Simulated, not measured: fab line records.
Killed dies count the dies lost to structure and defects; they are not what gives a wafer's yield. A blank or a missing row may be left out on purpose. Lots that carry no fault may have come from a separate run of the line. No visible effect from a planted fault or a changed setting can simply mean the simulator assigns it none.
Matching of chambers	flow n5_finfet	rie_si-02 running N5_FIN_SAQP_FIN_ETCH_36: 4 sister chambers
The step etches the open film in HBr/Cl2/O2, target depth 120 nm, time 50.4 s. 4 wafers are shown with their chamber, then 9 later ones without.

EACH WAFER AND ITS CHAMBER
wafer	chamber	throttle_valve_pct (%)
L085.4	0	35.77
L090.1	3	36.10
L090.5	1	36.22
L090.6	2	35.87

WAFERS WITHOUT THEIR CHAMBER
wafer	throttle_valve_pct (%)
L094.2	35.76
L094.5	35.83
L094.6	36.23
L095.1	35.80
L095.2	36.25
L095.4	36.08
L097.1	35.82
L097.2	35.79
L097.6	36.08

WHICH CHAMBER EACH ONE RAN IN
wafer	from the rows above	in truth
L094.2	0	0
L094.5	can't be placed: 2 or 0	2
L094.6	1	1
L095.1	can't be placed: 0 or 2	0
L095.2	1	1
L095.4	3	3
L097.1	can't be placed: 0 or 2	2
L097.2	0	0
L097.6	3	3
Correct placement for 6 of the 9. These rows do not allow placing 3 (true chamber among the candidates in 3). 0 placed wrongly.
How it was worked out, from the rows above alone: a wafer's distance from a chamber is the root of the sum, over the readings, of the square of ((its reading less the chamber's mean) divided by the reading's scatter). If the next closest chamber is less than 2 further off than the closest, the wafer can't be placed; otherwise it belongs to the closest. A chamber's mean is the mean of its shown wafers. The scatter: with one shown wafer a chamber, the root of the mean of the squares of how far each hidden wafer lies from its nearest shown one.
